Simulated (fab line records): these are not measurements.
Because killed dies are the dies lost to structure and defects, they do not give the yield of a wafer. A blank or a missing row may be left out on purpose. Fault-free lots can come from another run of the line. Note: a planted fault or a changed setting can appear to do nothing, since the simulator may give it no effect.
Check of tool commonality | flow nand harc | 10 lots and 30 wafers in the sample

WHY THIS WAS OPENED
At NHARC_END_SORT_01 the reading killed at array is flagged on 2 of 10 lots. Fault-free wafers read 55, with a standard deviation of 12.
Rule: a lot is flagged when every wafer of it that has a number lies more than 4 standard deviations from that mean, or none has a number. The other lots count as sound.

lot  | measured     | on        | killed at array, wafer by wafer | flag
L213 | day 25 00:14 | prober-01 | 66 70 72                        |
L217 | day 26 01:29 | prober-02 | 46 37 42                        |
L222 | day 28 22:22 | prober-02 | 149 155 109                     | FLAGGED
L224 | day 29 02:24 | prober-01 | 143 143 140                     | FLAGGED
L228 | day 30 09:40 | prober-02 | 68 54 46                        |
L226 | day 30 09:41 | prober-01 | 37 49 43                        |
L225 | day 30 20:06 | prober-02 | 59 52 52                        |
L227 | day 31 04:52 | prober-01 | 66 66 64                        |
L234 | day 33 09:40 | prober-02 | 75 61 66                        |
L235 | day 33 10:28 | prober-01 | 56 66 59                        |
Average over the flagged lots: 140; offset from the usual +85, equal to +7 standard deviations.

EACH LOT AND THE TOOL IT RAN ON
The record holds 4 process steps before the reading, out of a route of 1302 steps. Read each cell as the tool, then ch plus the chambers that the sampled wafers visited, then the start.
lot  | flag    | NHARC_A_BONDPAD_STRIP_16            | NHARC_THIN_TSV_ETCHBACK_48         | NHARC_THIN_TSV_PRE_CLEAN_50             | NHARC_THIN_TSV_ETCH_59
L213 |         | wet bench-10 ch 3,4,6, day 23 18:14 | rie diel-12 ch 2,3, day 24 10:43   | pvd sputter-03, day 24 14:43 or earlier | rie metal-01 ch 0,1, day 24 14:43
L217 |         | wet bench-08 ch 2,4,5, day 24 16:26 | rie diel-06 ch 2,3, day 25 12:03   | pvd sputter-02, day 25 15:57 or earlier | rie metal-02 ch 0,1, day 25 15:57
L222 | FLAGGED | wet bench-08 ch 0,1,2, day 27 17:24 | rie diel-12 ch 0,1,2, day 28 09:34 | pvd sputter-02, day 28 13:31 or earlier | rie metal-02 ch 0,1, day 28 13:31
L224 | FLAGGED | wet bench-08 ch 0,5,7, day 27 19:22 | rie diel-01 ch 2,3, day 28 10:50   | pvd sputter-03, day 28 14:53 or earlier | rie metal-01 ch 0,1, day 28 14:53
L228 |         | wet bench-10 ch 1,2,4, day 29 03:35 | rie diel-06 ch 2,3, day 29 20:03   | pvd sputter-02, day 30 00:02 or earlier | rie metal-01 ch 0,1, day 30 00:02
L226 |         | wet bench-10 ch 4,5,6, day 29 05:01 | rie diel-06 ch 0,1,2, day 29 21:13 | pvd sputter-03, day 30 01:07 or earlier | rie metal-02 ch 0,1, day 30 01:07
L225 |         | wet bench-10 ch 0,1,3, day 29 10:39 | rie diel-06 ch 0,2,3, day 30 04:00 | pvd sputter-02, day 30 07:58 or earlier | rie metal-01 ch 0,1, day 30 07:58
L227 |         | wet bench-10 ch 0,1,4, day 29 22:42 | rie diel-01 ch 1,3, day 30 15:23   | pvd sputter-01, day 30 19:14 or earlier | rie metal-03 ch 0,1, day 30 19:14
L234 |         | wet bench-08 ch 2,4,6, day 32 02:56 | rie diel-06 ch 2,3, day 32 19:57   | pvd sputter-02, day 33 00:01 or earlier | rie metal-01 ch 0,1, day 33 00:01
L235 |         | wet bench-10 ch 1,4,5, day 32 03:49 | rie diel-12 ch 1,3, day 32 21:25   | pvd sputter-03, day 33 01:31 or earlier | rie metal-03 ch 0,1, day 33 01:31
What the steps here do:
- NHARC_A_BONDPAD_STRIP_16: strips in post etch residue remover, time 600 s.
- NHARC_THIN_TSV_ETCHBACK_48: etches the open film in C4F8/Ar, target depth 1028.5 nm, time 405.17 s.
- NHARC_THIN_TSV_PRE_CLEAN_50: time 30 s.
- NHARC_THIN_TSV_ETCH_59: etches the open film in Cl2/BCl3, target depth 880 nm, time 138.1 s.
- NHARC_END_SORT_01

FLAGGED OVER TOTAL, TOOL BY TOOL (the gauges that took the reading come last)
step                        | tool           | lots run | flagged | share of the flagged lots | sound lots run after its first flagged lot
NHARC_A_BONDPAD_STRIP_16    | wet bench-08   | 4        | 2       | all                       | 1 (L234)
NHARC_A_BONDPAD_STRIP_16    | wet bench-10   | 6        | 0       | none                      | -
NHARC_THIN_TSV_ETCHBACK_48  | rie diel-01    | 2        | 1       | some                      | 1 (L227)
NHARC_THIN_TSV_ETCHBACK_48  | rie diel-06    | 5        | 0       | none                      | -
NHARC_THIN_TSV_ETCHBACK_48  | rie diel-12    | 3        | 1       | some                      | 1 (L235)
NHARC_THIN_TSV_PRE_CLEAN_50 | pvd sputter-01 | 1        | 0       | none                      | -
NHARC_THIN_TSV_PRE_CLEAN_50 | pvd sputter-02 | 5        | 1       | some                      | 3 (L228,L225,L234)
NHARC_THIN_TSV_PRE_CLEAN_50 | pvd sputter-03 | 4        | 1       | some                      | 2 (L226,L235)
NHARC_THIN_TSV_ETCH_59      | rie metal-01   | 5        | 1       | some                      | 3 (L228,L225,L234)
NHARC_THIN_TSV_ETCH_59      | rie metal-02   | 3        | 1       | some                      | 1 (L226)
NHARC_THIN_TSV_ETCH_59      | rie metal-03   | 2        | 0       | none                      | -
NHARC_END_SORT_01           | prober-01      | 5        | 1       | some                      | 3 (L226,L227,L235)
NHARC_END_SORT_01           | prober-02      | 5        | 1       | some                      | 3 (L228,L225,L234)
NHARC_THIN_TSV_PRE_CLEAN_50: start missing for some lots; hours and lot order therefore follow NHARC_THIN_TSV_ETCH_59.

THE TABLE: WHAT IT ALLOWS
In the table, 1 row covers all flagged lots: wet bench-08 at NHARC_A_BONDPAD_STRIP_16.
- wet bench-08 at NHARC_A_BONDPAD_STRIP_16 ran 4 lots, 2 of them flagged. Sound lots ran on it after the first flagged one (L234), which a lasting fault on the whole tool wouldn't allow.
There is no row in the table that ran each flagged lot and no sound lot after the first.

WHAT THE SIMULATOR HAD INSERTED
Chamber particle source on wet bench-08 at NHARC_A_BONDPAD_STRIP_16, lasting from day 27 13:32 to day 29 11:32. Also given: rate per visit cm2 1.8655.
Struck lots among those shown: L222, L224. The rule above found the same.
